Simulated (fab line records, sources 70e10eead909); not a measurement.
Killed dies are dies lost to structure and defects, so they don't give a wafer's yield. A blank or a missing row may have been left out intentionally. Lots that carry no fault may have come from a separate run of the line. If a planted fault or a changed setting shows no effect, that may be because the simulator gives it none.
Problem report in the 8D (eight disciplines) form, filled by code -- flow nandHarc -- the parts of the form that need people (team, actions taken, sign-off) are left out

== 1. THE ISSUE ==
On 3 wafers of 1 lot, cdNm at NHARC_P_M0_CD_MEAS_09 has a mean of 81.0 nm; fault-free wafers read 90.1 nm, standard deviation 0.76. Relative to the usual mean, that is a shift of -12 standard deviations.
The step: target cd 90 nm.
Earliest sighting: wafer L508.2 on cdSem-03 at day 8 03:13. The record has a number at this step for 39 wafers belonging to 13 lots. Rule for "out", or "out of limits": more than 4 standard deviations from the usual mean. Any other wafer with a number is counted as sound.

== 2. WHAT THIS IS AND IS NOT ==
question,is,is not
which readings at this step,cdNm,-
which lots,L508,"L504, L506, L507, L511, L513, L514, L515, L519, L520, L523, L525, L526"
which wafers of those lots,all that have a number,-
read on which gauges,cdSem-03,"cdSem-01, cdSem-02"
when,from day 8 03:13,"up to then (9 sound wafers); but 27 sound wafers of L511, L513, L514, L515, L519, L520, L523, L525, L526 came after"

== 3. SUSPECTS, AND WHAT RULES EACH OUT ==
Counting: any tool at a process step up to the reading is kept as a suspect provided that every lot that is out went through it and no sound lot did after the first of them.
- the gauge at NHARC_P_M0_CD_MEAS_09 is ruled out. All the wafers that are out were read on cdSem-03, but those of them that NHARC_P_M0_PEB_07 has rows for are out there too, on other tools.
- pecvd-01 at NHARC_P_CONTACT_DEP_30 (deposits SiNx, target thk 30 nm): ruled out as a lasting fault. Sound lots L514, L515 ran on it after its first lot that is out, L508 (day 7 21:28).
- rieDiel-06 at NHARC_P_CONTACT_DESCUM_17 (chemistry O2, time 3 s): ruled out as a lasting fault. Sound lots L511, L514, L526 ran on it after its first lot that is out, L508 (day 7 23:13).
- rieDiel-06 at NHARC_P_CONTACT_ETCH_31 (etches the open film in CH3F/O2, target depth 30 nm, time 85.7 s): ruled out as a lasting fault. Sound lots L511, L514, L526 ran on it after its first lot that is out, L508 (day 8 03:08). NHARC_P_CONTACT_ETCH_31: start missing for some lots; hours and lot order therefore follow NHARC_P_M0_PEB_07.
- lithoTrack-01 at NHARC_P_M0_PEB_07 (peb time 65 s): kept. It ran the lot that is out, L508 (day 8 03:08), and no sound lot after that; its last sound lot up to then is L506 (day 7 04:41). Its own readings are out on those wafers: heaterPowerTotalW, plateTempC.
Remaining after the count: lithoTrack-01 at NHARC_P_M0_PEB_07.

== 4. THE CAUSE (what the simulator had put in) ==
Drift in process parameters on lithoTrack-01 at NHARC_P_M0_PEB_07, starting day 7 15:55. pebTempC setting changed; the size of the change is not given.
Only this tool survived the counting.

== 5. THE EFFECT CHAIN, in route order ==
Each row: a reading whose mean over the struck wafers that have a number lies more than 3 standard deviations from the usual. Only readings whose record carries a usual standard deviation are examined. hours: median over the lots of the time between each lot's start at the first step of this table that gives one and its start at this step. sigmas: the change, counted in usual standard deviations.
hours,step,reading,usual,on struck wafers,change,sigmas
0,NHARC_P_M0_PEB_07,heaterPowerTotalW,156.6 W,151.4,-5.2,-12
0,NHARC_P_M0_PEB_07,plateTempC,99.99 C,97.42,-2.57,-20
0,NHARC_P_M0_CD_MEAS_09,cdNm,90.1 nm,81.0,-9.1,-12
Its process steps:
- NHARC_P_M0_PEB_07: peb time 65 s.

== 6. HOW IT WOULD HAVE BEEN CAUGHT EARLIER ==
In this record the first reading out of limits at a measuring or inspecting step was taken at day 8 03:13, 11 hours after the fault began at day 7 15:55.
At NHARC_P_M0_PEB_07, the tool's own readings (heaterPowerTotalW, plateTempC) were out on each struck wafer the step has a row for, so an alarm limit on them would have fired on the first such wafer.
The start of NHARC_P_M0_PEB_07 on lithoTrack-01 came by day 8 03:13 for every one of the lots that are out (1). Holding the tool at that point would not have protected any of them.
